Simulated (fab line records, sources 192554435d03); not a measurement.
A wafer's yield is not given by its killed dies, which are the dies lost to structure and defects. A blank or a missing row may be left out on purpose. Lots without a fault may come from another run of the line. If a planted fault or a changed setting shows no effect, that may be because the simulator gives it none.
Which tool is to blame? :: flow n5Finfet :: 8 lots, 24 wafers sampled, at 6 steps of a route of 1938

## WHAT THE GAUGES READ, wafer by wafer
N5_FIN_CUT_INSPECT_17: inspects for defects (brightfield). Usual: rawDefectCount at 226, with a standard deviation of 57.
lot: L436
measured: day 2 03:32
on: defectInspect-01
rawDefectCount: 240 243 197
flag: 

lot: L439
measured: day 2 22:09
on: defectInspect-01
rawDefectCount: 191 335 284
flag: 

lot: L443
measured: day 3 21:16
on: defectInspect-02
rawDefectCount: 244 225 332
flag: 

lot: L445
measured: day 4 11:33
on: defectInspect-02
rawDefectCount: 274 276 270
flag: 

lot: L449
measured: day 5 09:50
on: defectInspect-01
rawDefectCount: 194 179 180
flag: 

lot: L454
measured: day 6 15:49
on: defectInspect-01
rawDefectCount: 738 714 751
flag: OFF

lot: L457
measured: day 7 10:08
on: defectInspect-01
rawDefectCount: 750 822 867
flag: OFF

lot: L459
measured: day 7 21:48
on: defectInspect-01
rawDefectCount: 271 222 342
flag: 

N5_BEOL_M4_RC_MEAS_101. Usual: DIBL_N 36.3 mV/V, standard deviation 1.7; DIBL_P 36.5 mV/V, standard deviation 1.8; IOFF_N 0.16 nA/um, standard deviation 0.033; IOFF_P 0.21 nA/um, standard deviation 0.037; ION_N 675 uA/um, standard deviation 11; ION_P 462 uA/um, standard deviation 7.9; SS_N 71.6 mV/dec, standard deviation 0.64; SS_P 73.3 mV/dec, standard deviation 0.68; VT_N 249 mV, standard deviation 3.3; VT_P -250 mV, standard deviation 3.3.
lot: L436
measured: day 7 15:28
on: prober-01
DIBL_N (mV/V): 35.4 35.3 34.9
DIBL_P (mV/V): 36.0 36.6 36.1
IOFF_N (nA/um): 0.14 0.15 0.15
IOFF_P (nA/um): 0.19 0.20 0.19
ION_N (uA/um): 666 684 678
ION_P (uA/um): 457 469 466
SS_N (mV/dec): 71.4 71.6 71.6
SS_P (mV/dec): 73.2 73.9 73.7
VT_N (mV): 253 249 253
VT_P (mV): -255 -252 -252
flag: 

lot: L439
measured: day 8 13:29
on: prober-01
DIBL_N (mV/V): 35.7 33.6 36.1
DIBL_P (mV/V): 36.1 33.4 36.5
IOFF_N (nA/um): 0.15 0.11 0.14
IOFF_P (nA/um): 0.18 0.14 0.18
ION_N (uA/um): 682 681 677
ION_P (uA/um): 467 462 463
SS_N (mV/dec): 71.0 71.0 71.5
SS_P (mV/dec): 73.3 72.8 73.3
VT_N (mV): 251 255 253
VT_P (mV): -251 -257 -253
flag: 

lot: L443
measured: day 9 06:10
on: prober-02
DIBL_N (mV/V): 33.1 34.9 33.9
DIBL_P (mV/V): 32.8 33.6 33.6
IOFF_N (nA/um): 0.11 0.12 0.11
IOFF_P (nA/um): 0.17 0.18 0.18
ION_N (uA/um): 665 656 668
ION_P (uA/um): 462 455 461
SS_N (mV/dec): 70.6 70.5 70.7
SS_P (mV/dec): 72.3 71.4 71.8
VT_N (mV): 255 253 255
VT_P (mV): -253 -250 -251
flag: 

lot: L445
measured: day 10 07:46
on: prober-02
DIBL_N (mV/V): 34.4 36.1 36.9
DIBL_P (mV/V): 34.8 37.7 38.2
IOFF_N (nA/um): 0.11 0.14 0.15
IOFF_P (nA/um): 0.16 0.21 0.20
ION_N (uA/um): 662 653 662
ION_P (uA/um): 448 460 450
SS_N (mV/dec): 70.0 70.6 71.1
SS_P (mV/dec): 72.8 73.9 73.8
VT_N (mV): 253 253 251
VT_P (mV): -257 -251 -253
flag: 

lot: L449
measured: day 11 10:59
on: prober-02
DIBL_N (mV/V): 38.8 36.4 38.9
DIBL_P (mV/V): 39.3 34.7 38.0
IOFF_N (nA/um): 0.21 0.15 0.21
IOFF_P (nA/um): 0.25 0.17 0.22
ION_N (uA/um): 672 665 676
ION_P (uA/um): 458 448 453
SS_N (mV/dec): 71.6 71.3 72.8
SS_P (mV/dec): 74.9 72.5 74.5
VT_N (mV): 245 253 248
VT_P (mV): -249 -253 -250
flag: 

lot: L454
measured: day 12 06:17
on: prober-02
DIBL_N (mV/V): 37.0 38.2 37.9
DIBL_P (mV/V): 38.3 39.1 38.9
IOFF_N (nA/um): 0.22 0.23 0.24
IOFF_P (nA/um): 0.22 0.23 0.23
ION_N (uA/um): 705 686 683
ION_P (uA/um): 462 456 458
SS_N (mV/dec): 72.0 72.5 72.2
SS_P (mV/dec): 73.2 73.7 73.6
VT_N (mV): 243 244 240
VT_P (mV): -251 -248 -250
flag: 

lot: L457
measured: day 13 03:38
on: prober-02
DIBL_N (mV/V): 40.0 38.2 37.6
DIBL_P (mV/V): 40.9 38.7 37.9
IOFF_N (nA/um): 0.28 0.23 0.21
IOFF_P (nA/um): 0.27 0.24 0.22
ION_N (uA/um): 717 695 687
ION_P (uA/um): 475 461 459
SS_N (mV/dec): 72.9 73.1 71.7
SS_P (mV/dec): 74.6 74.5 73.4
VT_N (mV): 241 242 245
VT_P (mV): -250 -249 -251
flag: 

lot: L459
measured: day 13 10:06
on: prober-01
DIBL_N (mV/V): 33.2 36.3 36.8
DIBL_P (mV/V): 33.6 37.7 38.6
IOFF_N (nA/um): 0.12 0.18 0.19
IOFF_P (nA/um): 0.16 0.21 0.22
ION_N (uA/um): 669 678 677
ION_P (uA/um): 452 461 458
SS_N (mV/dec): 71.2 71.9 72.1
SS_P (mV/dec): 72.4 74.4 74.3
VT_N (mV): 252 248 246
VT_P (mV): -256 -250 -253
flag: 

## TOOL THAT RAN EACH LOT (tool first, then ch and the chambers of the sampled wafers, then the start)
lot: L436
N5_FIN_SAQP_STRIP_77: rieDiel-03 ch 0,1,3, day 2 01:28
N5_FIN_CUT_CUT_ETCH_27: rieDiel-02 ch 0,1, day 2 03:05
N5_FIN_CUT_CUT_ETCH_28: rieSi-04 ch 0,1,2, day 2 03:17
N5_STI_FIN_REVEAL_RECESS_09: vaporEtch-02 ch 0,1, day 2 09:54

lot: L439
N5_FIN_SAQP_STRIP_77: rieDiel-03 ch 0,1,3, day 2 20:16
N5_FIN_CUT_CUT_ETCH_27: rieDiel-02 ch 0,1, day 2 21:43
N5_FIN_CUT_CUT_ETCH_28: rieSi-04 ch 1,2,3, day 2 21:55
N5_STI_FIN_REVEAL_RECESS_09: vaporEtch-02 ch 0,1, day 3 04:13

lot: L443
N5_FIN_SAQP_STRIP_77: rieDiel-01 ch 1,2, day 3 19:21
N5_FIN_CUT_CUT_ETCH_27: rieDiel-02 ch 0,1,3, day 3 20:50
N5_FIN_CUT_CUT_ETCH_28: rieSi-04 ch 1,3, day 3 21:02
N5_STI_FIN_REVEAL_RECESS_09: vaporEtch-02 ch 0,1, day 4 03:10

lot: L445
N5_FIN_SAQP_STRIP_77: rieDiel-01 ch 0,1,2, day 4 09:21
N5_FIN_CUT_CUT_ETCH_27: rieDiel-04 ch 0,2,3, day 4 10:50
N5_FIN_CUT_CUT_ETCH_28: rieSi-04 ch 0,1,3, day 4 11:02
N5_STI_FIN_REVEAL_RECESS_09: vaporEtch-02 ch 0,1, day 4 17:38

lot: L449
N5_FIN_SAQP_STRIP_77: rieDiel-06 ch 1,2,3, day 5 07:37
N5_FIN_CUT_CUT_ETCH_27: rieDiel-02 ch 0,1, day 5 09:19
N5_FIN_CUT_CUT_ETCH_28: rieSi-05 ch 0,2,3, day 5 09:31
N5_STI_FIN_REVEAL_RECESS_09: vaporEtch-02 ch 0,1, day 5 16:13

lot: L454
N5_FIN_SAQP_STRIP_77: rieDiel-06 ch 1,3, day 6 13:50
N5_FIN_CUT_CUT_ETCH_27: rieDiel-04 ch 1,2,3, day 6 15:19
N5_FIN_CUT_CUT_ETCH_28: rieSi-04 ch 0,1,3, day 6 15:31
N5_STI_FIN_REVEAL_RECESS_09: vaporEtch-01 ch 0,1, day 6 21:45

lot: L457
N5_FIN_SAQP_STRIP_77: rieDiel-06 ch 0,2,3, day 7 08:20
N5_FIN_CUT_CUT_ETCH_27: rieDiel-02 ch 2,3, day 7 09:41
N5_FIN_CUT_CUT_ETCH_28: rieSi-04 ch 0,1, day 7 09:53
N5_STI_FIN_REVEAL_RECESS_09: vaporEtch-01 ch 0,1, day 7 16:02

lot: L459
N5_FIN_SAQP_STRIP_77: rieDiel-06 ch 0,3, day 7 19:35
N5_FIN_CUT_CUT_ETCH_27: rieDiel-05 ch 0,2,3, day 7 21:05
N5_FIN_CUT_CUT_ETCH_28: rieSi-06 ch 0,1,3, day 7 21:17
N5_STI_FIN_REVEAL_RECESS_09: vaporEtch-01 ch 0,1, day 8 03:50
- N5_FIN_SAQP_STRIP_77: strips in N2/H2, time 90 s.
- N5_FIN_CUT_CUT_ETCH_27: etches SiO2 in CHF3/O2, target depth 4 nm, overetch 2 nm, time 4.9 s.
- N5_FIN_CUT_CUT_ETCH_28: etches Si in HBr/Cl2/O2, target depth 6 nm, time 2.4 s.
- N5_STI_FIN_REVEAL_RECESS_09: chemistry HF/NH3, target SiO2, afs cycles 11, target depth 42.5 nm, sublimation time 60 s.

## WHAT THE TOOLS THEMSELVES READ (means of the sampled wafers that have a number; where no wafer has one, the mark that the record gives instead)
N5_FIN_SAQP_STRIP_77. Usual: biasPowerW 2.999 W, standard deviation 0.009; drypumpMotorCurrentA 5.5 A, standard deviation 0.51; n2FlowSccm 299.9 sccm, standard deviation 0.87; oesProductAu 0.79 a.u., standard deviation 0.073; rfVppV 45.2 V, standard deviation 0.86; showerheadPlenumPTorr 3.39 Torr, standard deviation 0.11; tempC 40.00 C, standard deviation 0.11; throttleValvePct 12.22 %, standard deviation 0.29.
lot: L436
tool: rieDiel-03
biasPowerW (W): 2.997
drypumpMotorCurrentA (A): 5.7
n2FlowSccm (sccm): 299.4
oesProductAu (a.u.): 0.77
rfVppV (V): 45.3
showerheadPlenumPTorr (Torr): 3.42
tempC (C): 39.98
throttleValvePct (%): 12.20
flag: 

lot: L439
tool: rieDiel-03
biasPowerW (W): 2.994
drypumpMotorCurrentA (A): 5.7
n2FlowSccm (sccm): 299.9
oesProductAu (a.u.): 0.76
rfVppV (V): 45.0
showerheadPlenumPTorr (Torr): 3.42
tempC (C): 39.89
throttleValvePct (%): 12.20
flag: 

lot: L443
tool: rieDiel-01
biasPowerW (W): 2.996
drypumpMotorCurrentA (A): 5.4
n2FlowSccm (sccm): 300.0
oesProductAu (a.u.): 0.78
rfVppV (V): 45.1
showerheadPlenumPTorr (Torr): 3.49
tempC (C): 39.88
throttleValvePct (%): 12.41
flag: 

lot: L445
tool: rieDiel-01
biasPowerW (W): 3.002
drypumpMotorCurrentA (A): 5.5
n2FlowSccm (sccm): 299.4
oesProductAu (a.u.): 0.76
rfVppV (V): 45.4
showerheadPlenumPTorr (Torr): 3.41
tempC (C): 39.96
throttleValvePct (%): 12.42
flag: 

lot: L449
tool: rieDiel-06
biasPowerW (W): 3.000
drypumpMotorCurrentA (A): 5.2
n2FlowSccm (sccm): 299.9
oesProductAu (a.u.): 0.83
rfVppV (V): 45.2
showerheadPlenumPTorr (Torr): 3.33
tempC (C): 40.15
throttleValvePct (%): 12.09
flag: 

lot: L454
tool: rieDiel-06
biasPowerW (W): 3.000
drypumpMotorCurrentA (A): 5.2
n2FlowSccm (sccm): 300.1
oesProductAu (a.u.): 0.82
rfVppV (V): 44.9
showerheadPlenumPTorr (Torr): 3.36
tempC (C): 39.98
throttleValvePct (%): 12.03
flag: 

lot: L457
tool: rieDiel-06
biasPowerW (W): 3.003
drypumpMotorCurrentA (A): 5.0
n2FlowSccm (sccm): 299.6
oesProductAu (a.u.): 0.80
rfVppV (V): 45.4
showerheadPlenumPTorr (Torr): 3.36
tempC (C): 39.98
throttleValvePct (%): 12.29
flag: 

lot: L459
tool: rieDiel-06
biasPowerW (W): 2.991
drypumpMotorCurrentA (A): 4.9
n2FlowSccm (sccm): 299.2
oesProductAu (a.u.): 0.80
rfVppV (V): 46.1
showerheadPlenumPTorr (Torr): 3.37
tempC (C): 39.98
throttleValvePct (%): 12.18
flag: 

N5_FIN_CUT_CUT_ETCH_27. Usual: O2_flow_sccm 4.999 sccm, standard deviation 0.015; drypumpMotorCurrentA 5.8 A, standard deviation 0.38; oes_f_703_au 0.76 a.u., standard deviation 0.05; oesProductAu 0.60 a.u., standard deviation 0.04; rfVppV 524 V, standard deviation 6.8; showerheadPlenumPTorr 2.41 Torr, standard deviation 0.059; throttleValvePct 18.88 %, standard deviation 0.16.
lot: L436
tool: rieDiel-02
O2_flow_sccm (sccm): 5.010
drypumpMotorCurrentA (A): 5.8
oes_f_703_au (a.u.): 0.77
oesProductAu (a.u.): 0.62
rfVppV (V): 529
showerheadPlenumPTorr (Torr): 2.39
throttleValvePct (%): 19.00
flag: 

lot: L439
tool: rieDiel-02
O2_flow_sccm (sccm): 5.026
drypumpMotorCurrentA (A): 5.9
oes_f_703_au (a.u.): 0.76
oesProductAu (a.u.): 0.62
rfVppV (V): 530
showerheadPlenumPTorr (Torr): 2.38
throttleValvePct (%): 19.02
flag: 

lot: L443
tool: rieDiel-02
O2_flow_sccm (sccm): 5.000
drypumpMotorCurrentA (A): 5.9
oes_f_703_au (a.u.): 0.76
oesProductAu (a.u.): 0.61
rfVppV (V): 525
showerheadPlenumPTorr (Torr): 2.38
throttleValvePct (%): 18.91
flag: 

lot: L445
tool: rieDiel-04
O2_flow_sccm (sccm): 4.995
drypumpMotorCurrentA (A): 5.6
oes_f_703_au (a.u.): 0.73
oesProductAu (a.u.): 0.58
rfVppV (V): 527
showerheadPlenumPTorr (Torr): 2.38
throttleValvePct (%): 18.90
flag: 

lot: L449
tool: rieDiel-02
O2_flow_sccm (sccm): 5.013
drypumpMotorCurrentA (A): 5.9
oes_f_703_au (a.u.): 0.77
oesProductAu (a.u.): 0.62
rfVppV (V): 528
showerheadPlenumPTorr (Torr): 2.36
throttleValvePct (%): 19.08
flag: 

lot: L454
tool: rieDiel-04
O2_flow_sccm (sccm): 5.003
drypumpMotorCurrentA (A): 5.6
oes_f_703_au (a.u.): 0.77
oesProductAu (a.u.): 0.62
rfVppV (V): 528
showerheadPlenumPTorr (Torr): 2.43
throttleValvePct (%): 18.87
flag: 

lot: L457
tool: rieDiel-02
O2_flow_sccm (sccm): 4.984
drypumpMotorCurrentA (A): 6.0
oes_f_703_au (a.u.): 0.72
oesProductAu (a.u.): 0.57
rfVppV (V): 521
showerheadPlenumPTorr (Torr): 2.43
throttleValvePct (%): 18.77
flag: 

lot: L459
tool: rieDiel-05
O2_flow_sccm (sccm): 5.002
drypumpMotorCurrentA (A): 5.8
oes_f_703_au (a.u.): 0.80
oesProductAu (a.u.): 0.62
rfVppV (V): 519
showerheadPlenumPTorr (Torr): 2.42
throttleValvePct (%): 18.81
flag: 

N5_FIN_CUT_CUT_ETCH_28. Usual: O2_flow_sccm 12.00 sccm, standard deviation 0.036; drypumpMotorCurrentA 6.1 A, standard deviation 0.39; oesProductAu 1.000 a.u., standard deviation 0.021; throttleValvePct 37.0 %, standard deviation 0.33.
lot: L436
tool: rieSi-04
O2_flow_sccm (sccm): 11.99
drypumpMotorCurrentA (A): 6.3
oesProductAu (a.u.): 0.992
throttleValvePct (%): 37.2
flag: 

lot: L439
tool: rieSi-04
O2_flow_sccm (sccm): 11.99
drypumpMotorCurrentA (A): 6.1
oesProductAu (a.u.): 1.003
throttleValvePct (%): 37.1
flag: 

lot: L443
tool: rieSi-04
O2_flow_sccm (sccm): 12.01
drypumpMotorCurrentA (A): 5.8
oesProductAu (a.u.): 1.013
throttleValvePct (%): 37.1
flag: 

lot: L445
tool: rieSi-04
O2_flow_sccm (sccm): 12.00
drypumpMotorCurrentA (A): 6.0
oesProductAu (a.u.): 1.005
throttleValvePct (%): 37.2
flag: 

lot: L449
tool: rieSi-05
O2_flow_sccm (sccm): 12.01
drypumpMotorCurrentA (A): 6.0
oesProductAu (a.u.): 1.007
throttleValvePct (%): 36.9
flag: 

lot: L454
tool: rieSi-04
O2_flow_sccm (sccm): 12.01
drypumpMotorCurrentA (A): 6.0
oesProductAu (a.u.): 1.005
throttleValvePct (%): 37.2
flag: 

lot: L457
tool: rieSi-04
O2_flow_sccm (sccm): 12.01
drypumpMotorCurrentA (A): 5.9
oesProductAu (a.u.): 1.010
throttleValvePct (%): 37.2
flag: 

lot: L459
tool: rieSi-06
O2_flow_sccm (sccm): 11.97
drypumpMotorCurrentA (A): 5.8
oesProductAu (a.u.): 1.002
throttleValvePct (%): 37.1
flag: 

N5_STI_FIN_REVEAL_RECESS_09. Usual: drypumpMotorCurrentA 5.49 A, standard deviation 0.24; sublimationTempC 180.01 C, standard deviation 0.14; tempC 29.98 C, standard deviation 0.1.
lot: L436
tool: vaporEtch-02
drypumpMotorCurrentA (A): 5.71
sublimationTempC (C): 179.93
tempC (C): 30.07
flag: 

lot: L439
tool: vaporEtch-02
drypumpMotorCurrentA (A): 5.54
sublimationTempC (C): 179.96
tempC (C): 30.01
flag: 

lot: L443
tool: vaporEtch-02
drypumpMotorCurrentA (A): 5.51
sublimationTempC (C): 180.03
tempC (C): 30.06
flag: 

lot: L445
tool: vaporEtch-02
drypumpMotorCurrentA (A): 5.53
sublimationTempC (C): 179.97
tempC (C): 29.94
flag: 

lot: L449
tool: vaporEtch-02
drypumpMotorCurrentA (A): 5.49
sublimationTempC (C): 180.05
tempC (C): 30.05
flag: 

lot: L454
tool: vaporEtch-01
drypumpMotorCurrentA (A): 5.37
sublimationTempC (C): 180.16
tempC (C): 29.98
flag: 

lot: L457
tool: vaporEtch-01
drypumpMotorCurrentA (A): 5.37
sublimationTempC (C): 180.04
tempC (C): 30.07
flag: 

lot: L459
tool: vaporEtch-01
drypumpMotorCurrentA (A): 5.42
sublimationTempC (C): 180.06
tempC (C): 29.96
flag: 

## THE ANSWER, worked out from the rows above alone
Rule: a lot is off if the mean of its wafers that have a number lies more than 3 standard deviations from the usual mean. Also off: a lot with no number at a reading for which 4 or more lots have one. Where the step has rows for the other lots, those lots are counted as sound. Order of review: gauges by route order, followed by the tools' own readings, for which a lot's mean as printed above is used. The first step at which some lot is off is used, and at that step the reading that is off furthest; a lot without a number counts as furthest.
Off at N5_FIN_CUT_INSPECT_17 (rawDefectCount): L454, L457.
If a tool, at a process step before that reading, ran all the lots that are off and no sound lot after the first of them, it fits. Gauges at N5_FIN_CUT_INSPECT_17: tried the same way as those tools. One candidate fits, namely rieSi-04 at N5_FIN_CUT_CUT_ETCH_28. A fault onset in the window from L445 (day 4 11:02, its last sound lot) to L454 (day 6 15:31, its first lot off) fits.

## WHAT THE SIMULATOR PUT IN
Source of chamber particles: rieSi-04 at N5_FIN_CUT_CUT_ETCH_28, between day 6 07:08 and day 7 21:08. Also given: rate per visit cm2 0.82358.
Lots struck among those shown: L454, L457. Same finding as the rule above.
